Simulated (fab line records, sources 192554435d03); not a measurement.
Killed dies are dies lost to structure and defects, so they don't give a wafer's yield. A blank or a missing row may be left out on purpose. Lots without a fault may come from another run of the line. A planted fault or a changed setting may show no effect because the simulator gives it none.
Chamber matching | flow n5_finfet | N5_MOL_CONTACT_COAG_ALD_20 on ald_metal-02: 4 sister chambers
The step deposits TiN, target thk 1.5 nm, pulse time 1 s, purge time 3 s. 8 wafers are shown with their chamber, then 7 later ones without.

WAFERS WITH THEIR CHAMBER
wafer  | chamber | heater_power_w (W) | precursor_pulse_height_rel
L325.5 | 2       | 775                | 0.980
L337.4 | 0       | 715                | 1.009
L337.5 | 3       | 751                | 1.005
L338.3 | 0       | 723                | 1.024
L338.4 | 1       | 790                | 1.005
L338.5 | 3       | 738                | 1.029
L340.1 | 2       | 762                | 1.008
L340.2 | 1       | 802                | 1.004

WAFERS WITHOUT THEIR CHAMBER
wafer  | heater_power_w (W) | precursor_pulse_height_rel
L340.4 | 715                | 0.993
L344.2 | 755                | 0.982
L344.4 | 754                | 0.997
L344.6 | 807                | 0.937
L348.1 | 755                | 0.990
L348.3 | 708                | 0.991
L348.6 | 738                | 0.986

WHICH CHAMBER EACH WENT THROUGH
wafer  | from the rows above          | in truth
L340.4 | 0                            | 0
L344.2 | can't be placed: 2 or 3      | 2
L344.4 | can't be placed: 2 or 3      | 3
L344.6 | can't be placed: 1 or 2      | 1
L348.1 | can't be placed: 2 or 3      | 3
L348.3 | 0                            | 0
L348.6 | can't be placed: 3 or 0 or 2 | 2
Placed correctly: 2 of 7. Can't be placed from these rows: 5 (the true chamber is among the candidates in 5). Placed wrongly: 0.
How it was worked out, from the rows above alone: a wafer's distance from a chamber is the root of the sum, over the readings, of the square of ((its reading less the chamber's mean) divided by the reading's scatter). The wafer belongs to the nearest chamber; if the next one is less than 2 further off, it can't be placed. A chamber's mean is the mean of its shown wafers. The scatter: the root of (the sum of the squares of (reading less its chamber's mean) over the shown wafers, divided by (wafers less chambers)).
